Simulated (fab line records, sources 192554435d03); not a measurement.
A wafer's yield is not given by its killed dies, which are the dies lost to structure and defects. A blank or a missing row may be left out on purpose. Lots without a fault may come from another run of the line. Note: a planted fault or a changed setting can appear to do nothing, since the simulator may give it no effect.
Chamber matching -- flow n5 finfet -- N5_FIN_SAQP_DESCUM_21 on rie diel-06 has 4 sister chambers
The step chemistry O2, time 7.9 s. 8 wafers are shown with their chamber, then 11 later ones without.

== EACH WAFER AND ITS CHAMBER ==
wafer,chamber,drypump motor current A (A),throttle valve pct (%)
L077.5,3,6.2,20.45
L080.5,0,5.8,20.70
L086.2,1,6.0,20.58
L086.3,0,5.8,20.72
L087.1,2,5.9,20.37
L087.3,3,6.2,20.48
L087.5,2,5.9,20.38
L090.3,1,5.9,20.59

== WAFERS WHOSE CHAMBER IS MISSING ==
wafer,drypump motor current A (A),throttle valve pct (%)
L090.5,6.2,20.49
L090.6,6.0,20.61
L091.2,5.9,20.38
L091.4,5.9,20.39
L091.5,6.2,20.52
L093.1,6.0,20.60
L093.3,6.1,20.50
L093.6,6.0,20.63
L096.3,5.8,20.32
L096.4,5.8,20.30
L096.5,5.9,20.05

== WHICH CHAMBER EACH ONE RAN IN ==
wafer,from the rows above,in truth
L090.5,3,3
L090.6,1,1
L091.2,2,2
L091.4,2,2
L091.5,3,3
L093.1,1,1
L093.3,3,3
L093.6,1,1
L096.3,2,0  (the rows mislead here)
L096.4,2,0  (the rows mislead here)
L096.5,2,2
Correctly placed: 9 of 11. Number that these rows cannot place: 0. 2 placed wrongly.
How it was worked out, from the rows above alone: a wafer's distance from a chamber is the root of the sum, over the readings, of the square of ((its reading less the chamber's mean) divided by the reading's scatter). The wafer belongs to the nearest chamber; if the next one is less than 2 further off, it can't be placed. For every chamber, the mean is computed from those of its wafers that are shown. The scatter is the square root of a quotient: the sum, over the shown wafers, of each reading's squared deviation from its chamber's mean, divided by wafers minus chambers.
